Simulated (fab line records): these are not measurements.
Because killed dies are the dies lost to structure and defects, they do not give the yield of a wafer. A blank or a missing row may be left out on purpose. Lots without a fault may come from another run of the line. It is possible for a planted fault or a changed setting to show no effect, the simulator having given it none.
Matching of chambers :: flow nand_harc :: NHARC_A_CHANNEL_HOLE_D1_DESCUM_15 on rie_diel-10 has 4 sister chambers
The step chemistry O2, time 3 s. 22 wafers are shown with their chamber, then 11 later ones without.

== WAFERS WITH THEIR CHAMBER ==
wafer: L723.1
chamber: 3
drypump_motor_current_A (A): 5.0
showerhead_plenum_p_Torr (Torr): 2.04
throttle_valve_pct (%): 11.321

wafer: L723.5
chamber: 3
drypump_motor_current_A (A): 5.0
showerhead_plenum_p_Torr (Torr): 2.03
throttle_valve_pct (%): 11.312

wafer: L723.6
chamber: 0
drypump_motor_current_A (A): 6.4
showerhead_plenum_p_Torr (Torr): 1.96
throttle_valve_pct (%): 11.301

wafer: L724.2
chamber: 3
drypump_motor_current_A (A): 5.0
showerhead_plenum_p_Torr (Torr): 2.03
throttle_valve_pct (%): 11.310

wafer: L724.3
chamber: 2
drypump_motor_current_A (A): 6.4
showerhead_plenum_p_Torr (Torr): 1.97
throttle_valve_pct (%): 11.320

wafer: L724.6
chamber: 2
drypump_motor_current_A (A): 6.4
showerhead_plenum_p_Torr (Torr): 1.97
throttle_valve_pct (%): 11.297

wafer: L725.2
chamber: 1
drypump_motor_current_A (A): 5.1
showerhead_plenum_p_Torr (Torr): 2.00
throttle_valve_pct (%): 11.298

wafer: L725.4
chamber: 3
drypump_motor_current_A (A): 5.0
showerhead_plenum_p_Torr (Torr): 2.03
throttle_valve_pct (%): 11.306

wafer: L725.6
chamber: 0
drypump_motor_current_A (A): 6.4
showerhead_plenum_p_Torr (Torr): 1.96
throttle_valve_pct (%): 11.308

wafer: L727.1
chamber: 1
drypump_motor_current_A (A): 5.1
showerhead_plenum_p_Torr (Torr): 2.00
throttle_valve_pct (%): 11.330

wafer: L727.4
chamber: 2
drypump_motor_current_A (A): 6.5
showerhead_plenum_p_Torr (Torr): 1.97
throttle_valve_pct (%): 11.295

wafer: L727.5
chamber: 3
drypump_motor_current_A (A): 5.0
showerhead_plenum_p_Torr (Torr): 2.03
throttle_valve_pct (%): 11.299

wafer: L726.1
chamber: 1
drypump_motor_current_A (A): 5.0
showerhead_plenum_p_Torr (Torr): 2.00
throttle_valve_pct (%): 11.325

wafer: L726.5
chamber: 0
drypump_motor_current_A (A): 6.4
showerhead_plenum_p_Torr (Torr): 1.96
throttle_valve_pct (%): 11.315

wafer: L726.6
chamber: 3
drypump_motor_current_A (A): 5.0
showerhead_plenum_p_Torr (Torr): 2.03
throttle_valve_pct (%): 11.312

wafer: L735.1
chamber: 1
drypump_motor_current_A (A): 5.1
showerhead_plenum_p_Torr (Torr): 2.00
throttle_valve_pct (%): 11.318

wafer: L735.4
chamber: 3
drypump_motor_current_A (A): 5.0
showerhead_plenum_p_Torr (Torr): 2.03
throttle_valve_pct (%): 11.303

wafer: L735.5
chamber: 2
drypump_motor_current_A (A): 6.4
showerhead_plenum_p_Torr (Torr): 1.97
throttle_valve_pct (%): 11.309

wafer: L737.1
chamber: 0
drypump_motor_current_A (A): 6.4
showerhead_plenum_p_Torr (Torr): 1.95
throttle_valve_pct (%): 11.317

wafer: L737.5
chamber: 1
drypump_motor_current_A (A): 5.1
showerhead_plenum_p_Torr (Torr): 2.00
throttle_valve_pct (%): 11.325

wafer: L737.6
chamber: 0
drypump_motor_current_A (A): 6.4
showerhead_plenum_p_Torr (Torr): 1.95
throttle_valve_pct (%): 11.303

wafer: L736.2
chamber: 3
drypump_motor_current_A (A): 5.0
showerhead_plenum_p_Torr (Torr): 2.03
throttle_valve_pct (%): 11.296

SIGNATURES (averages over the wafers above)
reading: drypump_motor_current_A
chamber 0: 6.400
chamber 1: 5.080
chamber 2: 6.425
chamber 3: 5.000
scatter within a chamber: 0.0293

reading: showerhead_plenum_p_Torr
chamber 0: 1.9560
chamber 1: 2.0000
chamber 2: 1.9700
chamber 3: 2.0312
scatter within a chamber: 0.0034

reading: throttle_valve_pct
chamber 0: 11.30880
chamber 1: 11.31920
chamber 2: 11.30525
chamber 3: 11.30738
scatter within a chamber: 0.00971
Rule: a wafer's distance from a chamber is the root of the sum, over the readings, of the square of ((its reading less the chamber's mean) divided by the reading's scatter). The wafer belongs to the nearest chamber; if the next one is less than 2 further off, it can't be placed. The scatter: the root of (the sum of the squares of (reading less its chamber's mean) over the shown wafers, divided by (wafers less chambers)).

== WAFERS MISSING THEIR CHAMBER ==
wafer: L736.4
drypump_motor_current_A (A): 6.5
showerhead_plenum_p_Torr (Torr): 1.97
throttle_valve_pct (%): 11.303

wafer: L736.5
drypump_motor_current_A (A): 6.5
showerhead_plenum_p_Torr (Torr): 1.97
throttle_valve_pct (%): 11.312

wafer: L739.1
drypump_motor_current_A (A): 6.5
showerhead_plenum_p_Torr (Torr): 1.96
throttle_valve_pct (%): 11.304

wafer: L739.5
drypump_motor_current_A (A): 6.4
showerhead_plenum_p_Torr (Torr): 1.97
throttle_valve_pct (%): 11.324

wafer: L739.6
drypump_motor_current_A (A): 5.1
showerhead_plenum_p_Torr (Torr): 2.00
throttle_valve_pct (%): 11.299

wafer: L740.1
drypump_motor_current_A (A): 6.4
showerhead_plenum_p_Torr (Torr): 1.95
throttle_valve_pct (%): 11.313

wafer: L740.3
drypump_motor_current_A (A): 5.0
showerhead_plenum_p_Torr (Torr): 2.03
throttle_valve_pct (%): 11.309

wafer: L740.4
drypump_motor_current_A (A): 5.1
showerhead_plenum_p_Torr (Torr): 2.00
throttle_valve_pct (%): 11.298

wafer: L741.1
drypump_motor_current_A (A): 5.0
showerhead_plenum_p_Torr (Torr): 2.03
throttle_valve_pct (%): 11.321

wafer: L741.2
drypump_motor_current_A (A): 5.1
showerhead_plenum_p_Torr (Torr): 1.99
throttle_valve_pct (%): 11.300

wafer: L741.4
drypump_motor_current_A (A): 6.5
showerhead_plenum_p_Torr (Torr): 1.96
throttle_valve_pct (%): 11.316

== EACH ONE'S CHAMBER ==
wafer: L736.4
from the rows above: 2
in truth: 2

wafer: L736.5
from the rows above: 2
in truth: 2

wafer: L739.1
from the rows above: can't be placed: 0 or 2
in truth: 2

wafer: L739.5
from the rows above: 2
in truth: 2

wafer: L739.6
from the rows above: 1
in truth: 1

wafer: L740.1
from the rows above: 0
in truth: 0

wafer: L740.3
from the rows above: 3
in truth: 3

wafer: L740.4
from the rows above: 1
in truth: 1

wafer: L741.1
from the rows above: 3
in truth: 3

wafer: L741.2
from the rows above: 1
in truth: 1

wafer: L741.4
from the rows above: can't be placed: 0 or 2
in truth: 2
Placed correctly: 9 of 11. Not placeable from these rows: 2 (in 2, the candidates include the true chamber). Number placed wrongly: 0.
